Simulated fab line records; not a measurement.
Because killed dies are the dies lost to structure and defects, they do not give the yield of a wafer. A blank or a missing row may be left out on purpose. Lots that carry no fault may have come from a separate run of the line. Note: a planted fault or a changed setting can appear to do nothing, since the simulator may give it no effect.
Chamber matching + flow n5 finfet + N5_GATE_CUT_DESCUM_18 on rie diel-06 has 4 sister chambers
The step chemistry O2, time 7 s. 16 wafers are shown with their chamber, then 8 later ones without.

## WAFERS WITH THEIR CHAMBER
| wafer  | chamber | showerhead plenum p Torr (Torr) | throttle valve pct (%) | oes product au (a.u.) |
|--------|---------|---------------------------------|------------------------|-----------------------|
| L077.1 | 0       | 2.16                            | 20.12                  | 0.96                  |
| L077.3 | 2       | 2.22                            | 20.25                  | 0.76                  |
| L077.6 | 2       | 2.22                            | 20.24                  | 0.77                  |
| L078.3 | 2       | 2.22                            | 20.24                  | 0.76                  |
| L078.4 | 0       | 2.16                            | 20.13                  | 0.94                  |
| L078.5 | 2       | 2.22                            | 20.26                  | 0.77                  |
| L074.1 | 1       | 1.96                            | 20.46                  | 0.69                  |
| L074.5 | 0       | 2.16                            | 20.12                  | 0.95                  |
| L074.6 | 1       | 1.96                            | 20.45                  | 0.68                  |
| L081.2 | 1       | 1.96                            | 20.46                  | 0.69                  |
| L081.3 | 2       | 2.21                            | 20.25                  | 0.78                  |
| L081.5 | 1       | 1.96                            | 20.46                  | 0.68                  |
| L083.1 | 3       | 2.03                            | 20.70                  | 0.86                  |
| L083.2 | 2       | 2.21                            | 20.25                  | 0.77                  |
| L083.4 | 1       | 1.95                            | 20.47                  | 0.68                  |
| L088.2 | 1       | 1.95                            | 20.48                  | 0.67                  |

SIGNATURES, as means of the wafers listed above
| reading                  | chamber 0 | chamber 1 | chamber 2 | chamber 3 | scatter within a chamber |
|--------------------------|-----------|-----------|-----------|-----------|--------------------------|
| showerhead plenum p Torr | 2.1600    | 1.9567    | 2.2167    | 2.0300    | 0.00471                  |
| throttle valve pct       | 20.1233   | 20.4633   | 20.2483   | 20.7000   | 0.00858                  |
| oes product au           | 0.9500    | 0.6817    | 0.7683    | 0.8600    | 0.00799                  |
Rule: for each reading, subtract the chamber's mean from the wafer's reading, divide by that reading's scatter and square the result; add these up over the readings and take the root, which gives the wafer's distance from the chamber. The wafer belongs to the nearest chamber; if the next one is less than 2 further off, it can't be placed. The scatter: take each reading less its chamber's mean, square it, sum over the shown wafers, divide by the number of wafers less the number of chambers, and take the root.

## WAFERS WITH NO CHAMBER GIVEN
| wafer  | showerhead plenum p Torr (Torr) | throttle valve pct (%) | oes product au (a.u.) |
|--------|---------------------------------|------------------------|-----------------------|
| L088.3 | 2.21                            | 20.26                  | 0.76                  |
| L088.5 | 2.15                            | 20.15                  | 0.90                  |
| L094.1 | 2.21                            | 20.15                  | 1.00                  |
| L094.2 | 2.02                            | 20.74                  | 0.82                  |
| L094.5 | 2.20                            | 20.28                  | 0.74                  |
| L097.2 | 2.20                            | 20.29                  | 0.74                  |
| L097.4 | 2.21                            | 20.15                  | 0.97                  |
| L097.5 | 2.21                            | 20.16                  | 0.96                  |

## WHICH CHAMBER EACH WENT THROUGH
| wafer  | from the rows above | in truth                   |
|--------|---------------------|----------------------------|
| L088.3 | 2                   | 2                          |
| L088.5 | 0                   | 0                          |
| L094.1 | 0                   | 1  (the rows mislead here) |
| L094.2 | 3                   | 3                          |
| L094.5 | 2                   | 2                          |
| L097.2 | 2                   | 2                          |
| L097.4 | 0                   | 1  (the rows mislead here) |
| L097.5 | 0                   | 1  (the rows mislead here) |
5 of 8 placed correctly. From these rows, 0 cannot be placed. Wrongly placed: 3.
